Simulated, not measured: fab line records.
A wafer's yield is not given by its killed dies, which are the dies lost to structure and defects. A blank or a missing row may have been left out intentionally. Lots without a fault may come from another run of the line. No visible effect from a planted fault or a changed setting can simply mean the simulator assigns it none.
Which tool was responsible?	flow n5-finfet	21 lots with 63 wafers sampled at 6 steps, on a route of 1938 steps

## WHAT EACH GAUGE READ, for each wafer
No reading from a measuring or inspecting step in the record can be judged against a usual standard deviation.

## EACH LOT AND THE TOOL THAT RAN IT (in order: tool; ch and the chambers of the sampled wafers; start)
lot	N5_GATE_CUT_ETCH_19	N5_GATE_CUT_CMP_23	N5_MOL_CONTACT_COAG_DESCUM_13	N5_MOL_CONTACT_COAG_SIL_ANNEAL_21	N5_MOL_CONTACT_COAG_CMP_28	N5_MOL_CONTACT_COAG_ETCH_90
L074	rie-diel-04 ch 0,2,3, day 4 11:59	cmp-01 ch 0,1,3, day 4 14:02	rie-diel-02 ch 1,2,3, day 4 15:39	rtp-anneal-01 ch 0, day 4 17:02	cmp-03 ch 1,2,3, day 5 02:43	rie-diel-05 ch 1,2,3, day 5 04:28
L075	rie-diel-03 ch 1,2, day 4 22:13	cmp-04 ch 0,1,2, day 5 00:45	rie-diel-02 ch 1,2,3, day 5 02:13	rtp-anneal-01 ch 0, day 5 04:32	cmp-01 ch 0,3, day 5 10:11	rie-diel-02 ch 0,2,3, day 5 12:25
L077	rie-diel-03 ch 0,1, day 5 08:56	cmp-04 ch 0,1,2, day 5 12:28	rie-diel-05 ch 0,1,2, day 5 13:50	rtp-anneal-02 ch 0, day 5 15:28	cmp-04 ch 0,3, day 5 20:48	rie-diel-01 ch 0,1,2, day 5 22:09
L078	rie-diel-03 ch 1,2,3, day 5 16:28	cmp-02 ch 0,2,3, day 5 18:35	rie-diel-02 ch 0,1,2, day 5 20:41	rtp-anneal-01 ch 0, day 5 23:38	cmp-04 ch 0,2,3, day 6 05:14	rie-diel-01 ch 0,1, day 6 09:04
L080	rie-diel-04 ch 0,1,2, day 6 03:52	cmp-02 ch 0,3, day 6 09:10	rie-diel-02 ch 2,3, day 6 11:43	rtp-anneal-02 ch 0, day 6 14:24	cmp-01 ch 1,3, day 6 21:43	rie-diel-05 ch 1,2,3, day 6 23:09
L082	rie-diel-03 ch 1,2,3, day 6 14:57	cmp-04 ch 0,2,3, day 6 17:04	rie-diel-02 ch 0,1,3, day 6 18:27	rtp-anneal-02 ch 0, day 6 20:01	cmp-01 ch 0,1,3, day 7 02:41	rie-diel-01 ch 2,3, day 7 03:57
L083	rie-diel-06 ch 1,2,3, day 6 19:29	cmp-02 ch 0,1,3, day 6 21:31	rie-diel-05 ch 0,2,3, day 6 23:13	rtp-anneal-01 ch 0, day 7 00:38	cmp-04 ch 0,2,3, day 7 07:50	rie-diel-01 ch 0,2,3, day 7 09:11
L084	rie-diel-04 ch 0,1,2, day 7 01:17	cmp-04 ch 1,2,3, day 7 03:44	rie-diel-02 ch 0,1,2, day 7 05:10	rtp-anneal-01 ch 0, day 7 06:59	cmp-03 ch 1,3, day 7 12:44	rie-diel-01 ch 1,2, day 7 14:28
L085	rie-diel-06 ch 1,2,3, day 7 07:40	cmp-01 ch 0,1,3, day 7 09:43	rie-diel-01 ch 0,1,3, day 7 11:10	rtp-anneal-02 ch 0, day 7 14:56	cmp-01 ch 1,2,3, day 7 20:55	rie-diel-05 ch 0,1,2, day 7 23:24
L086	rie-diel-03 ch 1,2,3, day 7 14:03	cmp-01 ch 0,2, day 7 16:43	rie-diel-05 ch 1,3, day 7 18:22	rtp-anneal-01 ch 0, day 7 19:50	cmp-01 ch 1,3, day 8 06:01	rie-diel-01 ch 0,1,3, day 8 08:05
L087	rie-diel-06 ch 0,1,2, day 7 20:56	cmp-01 ch 1,2,3, day 7 23:47	rie-diel-01 ch 1,2,3, day 8 01:26	rtp-anneal-01 ch 0, day 8 02:52	cmp-04 ch 0,2,3, day 8 11:49	rie-diel-05 ch 0,1,3, day 8 13:44
L088	rie-diel-03 ch 1,2, day 8 05:11	cmp-02 ch 0,1,2, day 8 08:01	rie-diel-01 ch 1,2,3, day 8 09:37	rtp-anneal-02 ch 0, day 8 11:16	cmp-01 ch 0,1,2, day 8 18:31	rie-diel-05 ch 1,3, day 8 20:34
L089	rie-diel-03 ch 0,1,3, day 8 08:11	cmp-04 ch 0,3, day 8 11:32	rie-diel-01 ch 0,2,3, day 8 13:25	rtp-anneal-02 ch 0, day 8 16:10	cmp-01 ch 0,2,3, day 8 21:58	rie-diel-02 ch 1,2, day 9 00:05
L090	rie-diel-03 ch 0,1,3, day 8 16:24	cmp-04 ch 0,1,3, day 8 18:31	rie-diel-05 ch 0,1,3, day 8 20:01	rtp-anneal-01 ch 0, day 8 21:25	cmp-03 ch 0,1,3, day 9 04:08	rie-diel-02 ch 1,2,3, day 9 05:49
L091	rie-diel-04 ch 0,3, day 9 01:28	cmp-04 ch 2,3, day 9 03:40	rie-diel-02 ch 2,3, day 9 05:05	rtp-anneal-02 ch 0, day 9 06:55	cmp-03 ch 0,3, day 9 13:58	rie-diel-01 ch 1,2,3, day 9 15:57
L092	rie-diel-03 ch 0,1,3, day 9 01:49	cmp-04 ch 0,1,2, day 9 05:17	rie-diel-05 ch 0,1,3, day 9 06:45	rtp-anneal-02 ch 0, day 9 08:16	cmp-03 ch 1,2,3, day 9 14:22	rie-diel-05 ch 0,1,2, day 9 18:37
L093	rie-diel-04 ch 0,3, day 9 10:37	cmp-02 ch 2,3, day 9 12:40	rie-diel-01 ch 2,3, day 9 14:14	rtp-anneal-02 ch 0, day 9 15:40	cmp-01 ch 0,2,3, day 9 22:53	rie-diel-01 ch 0,1,2, day 10 01:28
L094	rie-diel-03 ch 1,3, day 9 12:59	cmp-01 ch 1,2,3, day 9 15:17	rie-diel-05 ch 0,3, day 9 16:52	rtp-anneal-02 ch 0, day 9 18:41	cmp-03 ch 0,3, day 10 02:47	rie-diel-01 ch 1,2,3, day 10 04:16
L095	rie-diel-04 ch 3, day 9 18:53	cmp-01 ch 0,1,2, day 9 21:02	rie-diel-02 ch 0,1,3, day 9 22:34	rtp-anneal-01 ch 0, day 10 00:22	cmp-03 ch 0,1,2, day 10 07:27	rie-diel-02 ch 0,2,3, day 10 08:48
L096	rie-diel-06 ch 0,1,3, day 10 09:08	cmp-02 ch 0,1,3, day 10 12:22	rie-diel-01 ch 0,1,3, day 10 14:02	rtp-anneal-02 ch 0, day 10 15:24	cmp-01 ch 1,2,3, day 10 21:27	rie-diel-05 ch 0,2,3, day 10 22:58
L097	rie-diel-06 ch 2,3, day 10 13:41	cmp-01 ch 2,3, day 10 15:46	rie-diel-02 ch 0,1, day 10 17:43	rtp-anneal-02 ch 0, day 10 20:25	cmp-01 ch 0,1,2, day 11 02:30	rie-diel-01 ch 1,2, day 11 04:34
- N5_GATE_CUT_ETCH_19: etches SiNx in CH3F/O2, target depth 53.7 nm, time 76.7 s.
- N5_GATE_CUT_CMP_23: polishes, stops on SiO2, t overpolish 23.4 s, target thk 16 nm.
- N5_MOL_CONTACT_COAG_DESCUM_13: chemistry O2, time 7 s.
- N5_MOL_CONTACT_COAG_SIL_ANNEAL_21: time 60 s.
- N5_MOL_CONTACT_COAG_CMP_28: polishes, stops on SiNx, t overpolish 0.85 s, target thk 14.522 nm.
- N5_MOL_CONTACT_COAG_ETCH_90: etches SiARC in CF4, target depth 13 nm, time 21.7 s.

## AS READ BY THE TOOLS THEMSELVES (means over the sampled wafers that have a number; for cases with no such wafer, the mark the record gives instead)
N5_GATE_CUT_ETCH_19. Usual: drypump-motor-current-A 5.8 A, standard deviation 0.32; etch-rf-on-time-s 77.0 s, standard deviation 1.6; oes-product-au 0.66 a.u., standard deviation 0.07; rf-fwd-power-W 391.0 W, standard deviation 1.6; rf-vpp-V 293 V, standard deviation 6.4; showerhead-plenum-p-Torr 1.97 Torr, standard deviation 0.071; throttle-valve-pct 16.38 %, standard deviation 0.18.
lot	tool	drypump-motor-current-A (A)	etch-rf-on-time-s (s)	oes-product-au (a.u.)	rf-fwd-power-W (W)	rf-vpp-V (V)	showerhead-plenum-p-Torr (Torr)	throttle-valve-pct (%)	flag
L074	rie-diel-04	5.7	76.2	0.66	389.9	300	1.96	16.31	
L075	rie-diel-03	5.9	77.2	0.63	390.3	291	1.93	16.48	
L077	rie-diel-03	5.7	76.1	0.69	390.3	292	1.95	16.50	
L078	rie-diel-03	5.9	77.2	0.61	390.9	290	1.93	16.40	
L080	rie-diel-04	5.9	78.4	0.63	392.3	302	2.03	16.37	
L082	rie-diel-03	5.9	77.0	0.61	391.0	290	1.93	16.40	
L083	rie-diel-06	6.0	76.0	0.69	391.8	295	1.99	16.43	
L084	rie-diel-04	5.9	78.5	0.62	391.7	303	2.03	16.39	
L085	rie-diel-06	6.0	76.8	0.68	391.1	293	1.99	16.42	
L086	rie-diel-03	5.9	77.4	0.60	390.9	291	1.93	16.42	
L087	rie-diel-06	5.8	77.1	0.65	391.8	297	1.97	16.45	
L088	rie-diel-03	6.2	77.1	0.60	390.3	290	1.95	16.43	
L089	rie-diel-03	5.6	76.2	0.66	389.0	290	1.95	16.44	
L090	rie-diel-03	5.7	76.4	0.66	391.5	291	1.95	16.45	
L091	rie-diel-04	5.5	76.4	0.65	390.8	293	1.89	16.14	
L092	rie-diel-03	5.7	76.3	0.65	390.7	290	1.94	16.45	
L093	rie-diel-04	5.5	76.0	0.65	389.9	293	1.89	16.14	
L094	rie-diel-03	5.6	76.1	0.61	390.0	292	1.90	16.55	
L095	rie-diel-04	5.6	76.6	0.67	389.1	291	1.86	16.13	
L096	rie-diel-06	5.9	76.7	0.66	391.2	290	1.94	16.51	
L097	rie-diel-06	5.9	77.8	0.76	392.9	298	2.01	16.16	

N5_GATE_CUT_CMP_23. Usual: motor-current-A 8.9 A, standard deviation 0.93; overpolish-run-s 23.400 s, standard deviation 0.0097; time-to-endpoint-s 19.5 s, standard deviation 2.8.
lot	tool	motor-current-A (A)	overpolish-run-s (s)	time-to-endpoint-s (s)	flag
L074	cmp-01	8.6	23.400	21.8	
L075	cmp-04	8.8	23.399	20.3	
L077	cmp-04	8.6	23.410	19.4	
L078	cmp-02	8.9	23.396	21.3	
L080	cmp-02	9.6	23.386	18.9	
L082	cmp-04	8.4	23.410	14.9	
L083	cmp-02	9.2	23.394	17.2	
L084	cmp-04	9.0	23.390	20.3	
L085	cmp-01	8.4	23.396	22.4	
L086	cmp-01	9.0	23.401	19.2	
L087	cmp-01	9.2	23.396	17.3	
L088	cmp-02	9.4	23.404	21.5	
L089	cmp-04	8.4	23.410	17.3	
L090	cmp-04	9.5	23.404	20.5	
L091	cmp-04	8.9	23.403	19.4	
L092	cmp-04	8.8	23.399	18.0	
L093	cmp-02	8.7	23.403	21.2	
L094	cmp-01	9.0	23.398	18.7	
L095	cmp-01	8.5	23.392	20.6	
L096	cmp-02	9.3	23.402	17.1	
L097	cmp-01	10.4	23.404	22.8	

N5_MOL_CONTACT_COAG_DESCUM_13. Usual: bias-power-w 20.00 W, standard deviation 0.059; drypump-motor-current-A 5.4 A, standard deviation 0.43; oes-product-au 0.81 a.u., standard deviation 0.065; rf-fwd-power-W 49.25 W, standard deviation 0.24; rf-vpp-V 243.9 V, standard deviation 1.4; showerhead-plenum-p-Torr 2.14 Torr, standard deviation 0.075; throttle-valve-pct 20.42 %, standard deviation 0.23.
lot	tool	bias-power-w (W)	drypump-motor-current-A (A)	oes-product-au (a.u.)	rf-fwd-power-W (W)	rf-vpp-V (V)	showerhead-plenum-p-Torr (Torr)	throttle-valve-pct (%)	flag
L074	rie-diel-02	20.04	5.5	0.84	49.42	245.0	2.18	20.39	
L075	rie-diel-02	20.02	5.5	0.84	49.42	244.7	2.18	20.40	
L077	rie-diel-05	20.02	5.4	0.81	49.15	243.8	2.14	20.34	
L078	rie-diel-02	19.99	5.4	0.82	49.48	244.1	2.18	20.35	
L080	rie-diel-02	20.03	6.0	0.83	49.39	245.0	2.17	20.31	
L082	rie-diel-02	20.01	5.0	0.78	49.34	244.0	2.15	20.48	
L083	rie-diel-05	20.02	5.2	0.83	49.14	242.9	2.11	20.48	
L084	rie-diel-02	19.98	5.4	0.82	49.56	244.5	2.17	20.36	
L085	rie-diel-01	20.00	5.8	0.79	49.49	243.5	2.10	20.64	
L086	rie-diel-05	20.05	5.3	0.82	49.27	243.7	2.16	20.46	
L087	rie-diel-01	19.99	5.5	0.83	49.08	244.9	2.14	20.42	
L088	rie-diel-01	19.99	5.5	0.83	49.10	244.3	2.14	20.44	
L089	rie-diel-01	20.02	5.7	0.76	49.10	242.2	2.05	20.43	
L090	rie-diel-05	20.04	5.4	0.82	49.05	243.4	2.13	20.43	
L091	rie-diel-02	20.00	5.9	0.81	49.24	245.7	2.16	20.34	
L092	rie-diel-05	20.02	5.4	0.82	49.22	243.4	2.12	20.43	
L093	rie-diel-01	19.93	5.5	0.78	49.12	243.2	2.10	20.48	
L094	rie-diel-05	19.97	5.2	0.84	49.31	242.3	2.09	20.57	
L095	rie-diel-02	19.99	5.0	0.76	49.62	243.8	2.14	20.50	
L096	rie-diel-01	20.00	5.8	0.87	49.24	245.1	2.17	20.51	
L097	rie-diel-02	20.01	5.0	0.77	49.44	244.4	2.17	20.51	

N5_MOL_CONTACT_COAG_SIL_ANNEAL_21. Usual: lamp-power-pct 6.0 %, standard deviation 0.37; wafer_temp_C_max 553.3, standard deviation 1.2.
lot	tool	lamp-power-pct (%)	wafer_temp_C_max	flag
L074	rtp-anneal-01	5.6	551.8	
L075	rtp-anneal-01	5.5	551.9	
L077	rtp-anneal-02	6.3	554.4	
L078	rtp-anneal-01	5.5	551.5	
L080	rtp-anneal-02	6.3	553.9	
L082	rtp-anneal-02	6.3	555.2	
L083	rtp-anneal-01	5.6	552.1	
L084	rtp-anneal-01	5.6	552.3	
L085	rtp-anneal-02	6.3	554.5	
L086	rtp-anneal-01	5.6	552.3	
L087	rtp-anneal-01	5.5	551.9	
L088	rtp-anneal-02	6.3	553.8	
L089	rtp-anneal-02	6.3	554.4	
L090	rtp-anneal-01	5.6	552.3	
L091	rtp-anneal-02	6.3	553.6	
L092	rtp-anneal-02	6.3	554.3	
L093	rtp-anneal-02	6.3	554.1	
L094	rtp-anneal-02	6.3	553.9	
L095	rtp-anneal-01	5.5	551.8	
L096	rtp-anneal-02	6.3	553.9	
L097	rtp-anneal-02	6.3	554.3	

N5_MOL_CONTACT_COAG_CMP_28. Usual: motor-current-A 12.5 A, standard deviation 1.4; time-to-endpoint-s 4.4 s, standard deviation 2.3.
lot	tool	motor-current-A (A)	time-to-endpoint-s (s)	flag
L074	cmp-03	12.5	3.5	
L075	cmp-01	12.9	4.3	
L077	cmp-04	12.3	3.1	
L078	cmp-04	11.5	3.5	
L080	cmp-01	12.2	3.2	
L082	cmp-01	11.5	4.4	
L083	cmp-04	11.7	4.6	
L084	cmp-03	12.3	3.2	
L085	cmp-01	12.4	2.3	
L086	cmp-01	11.6	3.2	
L087	cmp-04	11.3	6.0	
L088	cmp-01	11.6	4.8	
L089	cmp-01	12.6	4.9	
L090	cmp-03	13.3	4.3	
L091	cmp-03	14.2	6.0	
L092	cmp-03	12.6	5.8	
L093	cmp-01	12.1	4.8	
L094	cmp-03	14.4	4.9	
L095	cmp-03	12.9	8.8	
L096	cmp-01	12.1	5.2	
L097	cmp-01	11.5	6.1	

N5_MOL_CONTACT_COAG_ETCH_90. Usual: drypump-motor-current-A 5.5 A, standard deviation 0.39; etch-rf-on-time-s 22.0 s, standard deviation 0.92; oes-product-au 0.69 a.u., standard deviation 0.066; rf-fwd-power-W 531.8 W, standard deviation 1.8; rf-vpp-V 184.5 V, standard deviation 1; showerhead-plenum-p-Torr 2.18 Torr, standard deviation 0.067; throttle-valve-pct 15.56 %, standard deviation 0.25.
lot	tool	drypump-motor-current-A (A)	etch-rf-on-time-s (s)	oes-product-au (a.u.)	rf-fwd-power-W (W)	rf-vpp-V (V)	showerhead-plenum-p-Torr (Torr)	throttle-valve-pct (%)	flag
L074	rie-diel-05	5.3	22.1	0.67	532.1	184.5	2.20	15.45	
L075	rie-diel-02	5.5	21.2	0.71	531.3	184.8	2.19	15.54	
L077	rie-diel-01	5.6	22.4	0.70	532.5	184.0	2.15	15.56	
L078	rie-diel-01	5.8	21.7	0.73	532.1	184.6	2.19	15.73	
L080	rie-diel-05	5.3	22.0	0.67	530.9	184.7	2.20	15.48	
L082	rie-diel-01	5.4	23.1	0.67	529.8	184.2	2.16	15.45	
L083	rie-diel-01	5.6	22.3	0.65	532.0	183.6	2.11	15.66	
L084	rie-diel-01	5.4	23.0	0.70	531.5	184.9	2.20	15.39	
L085	rie-diel-05	5.4	21.6	0.67	532.7	183.9	2.17	15.48	
L086	rie-diel-01	5.8	21.9	0.67	532.4	184.2	2.15	15.84	
L087	rie-diel-05	5.4	21.4	0.71	533.4	184.3	2.16	15.51	
L088	rie-diel-05	5.4	21.8	0.67	532.4	184.7	2.21	15.38	
L089	rie-diel-02	5.5	23.4	0.67	532.6	185.9	2.25	15.55	
L090	rie-diel-02	5.5	22.2	0.68	533.6	185.5	2.22	15.60	
L091	rie-diel-01	5.5	22.5	0.67	530.6	184.8	2.20	15.68	
L092	rie-diel-05	5.4	21.2	0.75	532.3	184.5	2.16	15.34	
L093	rie-diel-01	5.6	22.1	0.75	531.0	185.7	2.22	15.44	
L094	rie-diel-01	5.5	22.6	0.67	533.3	184.8	2.19	15.69	
L095	rie-diel-02	5.4	21.6	0.66	532.5	184.5	2.18	15.61	
L096	rie-diel-05	5.2	21.3	0.75	530.7	184.4	2.14	15.52	
L097	rie-diel-01	5.5	22.7	0.68	533.3	184.7	2.22	15.62	

## THE ANSWER, worked out from the rows above alone
Rule: take the mean of a lot's wafers that have a number; if it is more than 3 standard deviations from the usual mean, the lot is off. Also off: a lot with no number at a reading for which 4 or more lots have one. The other lots that the step has rows for count as sound. The gauges are gone through in route order, then the tools' own readings, and for those a lot's mean is taken as printed above. The first step at which some lot is off is used, and at that step the reading that is off furthest; a lot without a number counts as furthest.
None of the lots is off at any reading shown; this tells nothing.

## WHAT WAS PUT IN BY THE SIMULATOR
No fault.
